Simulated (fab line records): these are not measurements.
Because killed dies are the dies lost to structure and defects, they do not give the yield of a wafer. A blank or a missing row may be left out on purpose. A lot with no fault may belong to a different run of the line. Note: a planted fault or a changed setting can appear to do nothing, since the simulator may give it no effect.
The same fault as seen by 2 desks -- flow n5Finfet -- only its own numbers are on each desk; what lay behind them is given at the end

## FOR THE TOOL OWNER'S DESK: lithoTrack-01
The tool's own readings at N5_BEOL_M9_COAT_63 (time 60 s, resist thk 60 nm): means of the sampled wafers that have a number, for each lot that ran on this tool. Any lot whose mean is over 4 standard deviations away from the usual mean is out of limits and marked OUT; that distance is given in the brackets.
Columns: A = plateTempC at N5_BEOL_M9_COAT_63, usual 249.97 C; B = spinSpeedRpm at N5_BEOL_M9_COAT_63, usual 1500.0 rpm
lot,first seen here,A,B
L965,day 10 19:34,249.90,1498.8
L970,day 11 20:20,249.95,1499.5
L974,day 13 08:18,249.99,1500.5
L975,day 13 17:03,250.04,1347.8 (-99 or more) OUT
L976,day 14 04:11,249.83,1348.0 (-99 or more) OUT
This desk finds L975, L976 out of limits, L975 being first, at day 13 17:03 (spinSpeedRpm at N5_BEOL_M9_COAT_63). L965, L970, L974 stayed within limits.

## FROM THE METROLOGY DESK
What the gauges read, lot by lot, whatever tool the lot ran on: means of the sampled wafers that have a number. Any lot whose mean is over 4 standard deviations away from the usual mean is out of limits and marked OUT; that distance is given in the brackets.
Columns: A = M9_ILD_THK at N5_BEOL_M9_THK_MEAS_01, usual 268 nm
lot,first seen here,A
L965,day 10 18:08,270
L964,day 10 21:19,268
L969,day 11 15:35,269
L968,day 11 15:49,265
L970,day 11 17:57,270
L972,day 13 04:51,267
L974,day 13 05:43,271
L975,day 13 13:27,269
L976,day 13 23:16,267
L982,day 14 16:32,268
L984,day 15 06:15,270
L987,day 16 15:11,264
Result from this desk: across the 12 lots, nothing is out of limits.

## ALL TOGETHER
The tool owner's desk had the chance to raise an alarm at day 13 17:03 on L975, L976.
The metrology desk saw nothing out of limits.
The metrology desk has L975, L976 on record, within its limits.
N5_BEOL_M9_COAT_63 was run on lithoTrack-01 by each of the lots named.

## WHAT THE SIMULATOR HAD INSERTED
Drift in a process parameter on lithoTrack-01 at N5_BEOL_M9_COAT_63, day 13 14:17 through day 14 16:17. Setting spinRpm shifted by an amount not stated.
Shown lots that were struck: L975, L976.
How many hours passed from the start of the fault until each desk's first out-of-limits reading: the tool owner's desk, 3.
